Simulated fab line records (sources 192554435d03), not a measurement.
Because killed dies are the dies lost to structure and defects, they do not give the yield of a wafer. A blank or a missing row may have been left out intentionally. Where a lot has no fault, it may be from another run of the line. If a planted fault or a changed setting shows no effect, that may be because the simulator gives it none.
Matching of chambers || flow n5Finfet || N5_DUMMY_GATE_TRIM_49 on rieSi-06 has 4 sister chambers
The step chemistry O2, time 29 s, target cd 14 nm. 18 wafers are shown with their chamber, then 9 later ones without.

WAFERS PAIRED WITH THEIR CHAMBERS
{"wafer": "L076.1", "chamber": 2, "drypumpMotorCurrentA (A)": 5.6, "throttleValvePct (%)": 8.23, "oesProductAu (a.u.)": 0.992}
{"wafer": "L076.3", "chamber": 0, "drypumpMotorCurrentA (A)": 6.1, "throttleValvePct (%)": 8.00, "oesProductAu (a.u.)": 0.995}
{"wafer": "L076.4", "chamber": 3, "drypumpMotorCurrentA (A)": 5.3, "throttleValvePct (%)": 8.02, "oesProductAu (a.u.)": 0.993}
{"wafer": "L077.2", "chamber": 0, "drypumpMotorCurrentA (A)": 6.1, "throttleValvePct (%)": 8.01, "oesProductAu (a.u.)": 1.014}
{"wafer": "L077.4", "chamber": 3, "drypumpMotorCurrentA (A)": 5.3, "throttleValvePct (%)": 8.04, "oesProductAu (a.u.)": 0.994}
{"wafer": "L077.5", "chamber": 1, "drypumpMotorCurrentA (A)": 6.0, "throttleValvePct (%)": 8.05, "oesProductAu (a.u.)": 1.013}
{"wafer": "L078.1", "chamber": 3, "drypumpMotorCurrentA (A)": 5.3, "throttleValvePct (%)": 8.02, "oesProductAu (a.u.)": 0.978}
{"wafer": "L078.2", "chamber": 1, "drypumpMotorCurrentA (A)": 6.0, "throttleValvePct (%)": 8.04, "oesProductAu (a.u.)": 0.992}
{"wafer": "L078.4", "chamber": 0, "drypumpMotorCurrentA (A)": 6.1, "throttleValvePct (%)": 8.01, "oesProductAu (a.u.)": 1.003}
{"wafer": "L079.2", "chamber": 2, "drypumpMotorCurrentA (A)": 5.6, "throttleValvePct (%)": 8.23, "oesProductAu (a.u.)": 0.990}
{"wafer": "L079.3", "chamber": 1, "drypumpMotorCurrentA (A)": 6.1, "throttleValvePct (%)": 8.04, "oesProductAu (a.u.)": 1.017}
{"wafer": "L079.5", "chamber": 0, "drypumpMotorCurrentA (A)": 6.1, "throttleValvePct (%)": 8.01, "oesProductAu (a.u.)": 1.007}
{"wafer": "L083.1", "chamber": 0, "drypumpMotorCurrentA (A)": 6.1, "throttleValvePct (%)": 8.00, "oesProductAu (a.u.)": 1.010}
{"wafer": "L083.2", "chamber": 2, "drypumpMotorCurrentA (A)": 5.6, "throttleValvePct (%)": 8.23, "oesProductAu (a.u.)": 1.000}
{"wafer": "L083.5", "chamber": 3, "drypumpMotorCurrentA (A)": 5.3, "throttleValvePct (%)": 8.05, "oesProductAu (a.u.)": 0.991}
{"wafer": "L084.1", "chamber": 3, "drypumpMotorCurrentA (A)": 5.3, "throttleValvePct (%)": 8.03, "oesProductAu (a.u.)": 0.993}
{"wafer": "L084.2", "chamber": 0, "drypumpMotorCurrentA (A)": 6.1, "throttleValvePct (%)": 8.02, "oesProductAu (a.u.)": 1.007}
{"wafer": "L084.4", "chamber": 1, "drypumpMotorCurrentA (A)": 6.1, "throttleValvePct (%)": 8.05, "oesProductAu (a.u.)": 1.004}

SIGNATURES (averages over the wafers above)
{"reading": "drypumpMotorCurrentA", "chamber 0": 6.100, "chamber 1": 6.050, "chamber 2": 5.600, "chamber 3": 5.300, "scatter within a chamber": 0.0267}
{"reading": "throttleValvePct", "chamber 0": 8.0083, "chamber 1": 8.0450, "chamber 2": 8.2300, "chamber 3": 8.0320, "scatter within a chamber": 0.00872}
{"reading": "oesProductAu", "chamber 0": 1.00600, "chamber 1": 1.00650, "chamber 2": 0.99400, "chamber 3": 0.98980, "scatter within a chamber": 0.00763}
Rule: distance of a wafer from a chamber = root of the sum over the readings of ((wafer's reading minus chamber's mean) / reading's scatter) squared. The wafer belongs to the nearest chamber; if the next one is less than 2 further off, it can't be placed. The scatter: take each reading less its chamber's mean, square it, sum over the shown wafers, divide by the number of wafers less the number of chambers, and take the root.

WAFERS WHOSE CHAMBER IS MISSING
{"wafer": "L086.1", "drypumpMotorCurrentA (A)": 5.3, "throttleValvePct (%)": 8.03, "oesProductAu (a.u.)": 0.977}
{"wafer": "L086.3", "drypumpMotorCurrentA (A)": 6.1, "throttleValvePct (%)": 8.01, "oesProductAu (a.u.)": 1.008}
{"wafer": "L086.4", "drypumpMotorCurrentA (A)": 6.1, "throttleValvePct (%)": 8.05, "oesProductAu (a.u.)": 1.003}
{"wafer": "L087.3", "drypumpMotorCurrentA (A)": 5.3, "throttleValvePct (%)": 8.02, "oesProductAu (a.u.)": 0.988}
{"wafer": "L087.4", "drypumpMotorCurrentA (A)": 6.1, "throttleValvePct (%)": 8.01, "oesProductAu (a.u.)": 0.995}
{"wafer": "L087.6", "drypumpMotorCurrentA (A)": 6.0, "throttleValvePct (%)": 8.06, "oesProductAu (a.u.)": 1.015}
{"wafer": "L093.2", "drypumpMotorCurrentA (A)": 5.6, "throttleValvePct (%)": 7.99, "oesProductAu (a.u.)": 0.982}
{"wafer": "L093.4", "drypumpMotorCurrentA (A)": 6.1, "throttleValvePct (%)": 8.01, "oesProductAu (a.u.)": 1.000}
{"wafer": "L093.6", "drypumpMotorCurrentA (A)": 6.0, "throttleValvePct (%)": 8.06, "oesProductAu (a.u.)": 1.006}

CHAMBER TAKEN BY EACH
{"wafer": "L086.1", "from the rows above": 3, "in truth": 3}
{"wafer": "L086.3", "from the rows above": 0, "in truth": 0}
{"wafer": "L086.4", "from the rows above": 1, "in truth": 1}
{"wafer": "L087.3", "from the rows above": 3, "in truth": 3}
{"wafer": "L087.4", "from the rows above": 0, "in truth": 0}
{"wafer": "L087.6", "from the rows above": 1, "in truth": 1}
{"wafer": "L093.2", "from the rows above": 3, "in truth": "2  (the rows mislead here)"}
{"wafer": "L093.4", "from the rows above": 0, "in truth": 0}
{"wafer": "L093.6", "from the rows above": 1, "in truth": 1}
Correct placement for 8 of the 9. Number that these rows cannot place: 0. Number placed wrongly: 1.
